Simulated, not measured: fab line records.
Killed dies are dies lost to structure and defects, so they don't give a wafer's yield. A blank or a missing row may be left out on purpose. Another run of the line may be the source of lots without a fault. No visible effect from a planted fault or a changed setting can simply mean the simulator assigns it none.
Matching of chambers + flow n5-finfet + N5_MOL_CONTACT_COAG_CMP_23 on cmp-01 has 4 sister chambers
The step polishes, stops on SiO2, t overpolish 1.5 s, target thk 0 nm. 4 wafers are shown with their chamber, then 7 later ones without.

== EACH WAFER AND ITS CHAMBER ==
| wafer  | chamber | motor-current-A (A) |
|--------|---------|---------------------|
| L085.4 | 1       | 9.5                 |
| L089.1 | 2       | 7.0                 |
| L089.4 | 3       | 8.1                 |
| L091.1 | 0       | 8.8                 |

== WAFERS WITH NO CHAMBER GIVEN ==
| wafer  | motor-current-A (A) |
|--------|---------------------|
| L091.3 | 9.6                 |
| L091.4 | 7.9                 |
| L094.1 | 8.7                 |
| L094.4 | 7.0                 |
| L096.2 | 7.7                 |
| L096.3 | 8.2                 |
| L096.4 | 7.1                 |

== CHAMBER TAKEN BY EACH ==
| wafer  | from the rows above     | in truth                   |
|--------|-------------------------|----------------------------|
| L091.3 | 1                       | 1                          |
| L091.4 | 3                       | 3                          |
| L094.1 | 0                       | 0                          |
| L094.4 | 2                       | 2                          |
| L096.2 | can't be placed: 3 or 2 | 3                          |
| L096.3 | 3                       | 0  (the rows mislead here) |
| L096.4 | 2                       | 2                          |
Correct placement for 5 of the 7. Unplaceable from these rows: 1, with the true chamber sitting among the candidates in 1. Wrongly placed: 1.
How it was worked out, from the rows above alone: a wafer's distance from a chamber is the root of the sum, over the readings, of the square of ((its reading less the chamber's mean) divided by the reading's scatter). If the next closest chamber is less than 2 further off than the closest, the wafer can't be placed; otherwise it belongs to the closest. A chamber's mean is the mean of its shown wafers. The scatter: with one shown wafer a chamber, the root of the mean of the squares of how far each hidden wafer lies from its nearest shown one.
